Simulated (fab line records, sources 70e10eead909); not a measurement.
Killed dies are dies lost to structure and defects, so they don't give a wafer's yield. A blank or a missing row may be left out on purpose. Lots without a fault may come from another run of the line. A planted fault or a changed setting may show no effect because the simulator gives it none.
Chamber matching | flow nand_harc | NHARC_A_STAIRCASE_DEP_259 on pecvd-02: 3 sister chambers
The step deposits SiON, target thk 30 nm. 3 wafers are shown with their chamber, then 7 later ones without.

WAFERS WITH THEIR CHAMBER
wafer  | chamber | showerhead_vpp_V (V)
L091.2 | 1       | 1091
L093.2 | 2       | 1114
L093.3 | 0       | 1156

WAFERS WITHOUT THEIR CHAMBER
wafer  | showerhead_vpp_V (V)
L093.4 | 1153
L094.1 | 1126
L094.3 | 1165
L094.5 | 1095
L095.2 | 1105
L095.3 | 1154
L095.5 | 1137

WHICH CHAMBER EACH WENT THROUGH
wafer  | from the rows above     | in truth
L093.4 | 0                       | 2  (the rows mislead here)
L094.1 | can't be placed: 2 or 0 | 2
L094.3 | 0                       | 0
L094.5 | can't be placed: 1 or 2 | 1
L095.2 | can't be placed: 2 or 1 | 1
L095.3 | 0                       | 0
L095.5 | can't be placed: 0 or 2 | 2
Placed correctly: 2 of 7. Can't be placed from these rows: 4 (the true chamber is among the candidates in 4). Placed wrongly: 1.
How it was worked out, from the rows above alone: a wafer's distance from a chamber is the root of the sum, over the readings, of the square of ((its reading less the chamber's mean) divided by the reading's scatter). The wafer belongs to the nearest chamber; if the next one is less than 2 further off, it can't be placed. A chamber's mean is the mean of its shown wafers. The scatter: with one shown wafer a chamber, the root of the mean of the squares of how far each hidden wafer lies from its nearest shown one.
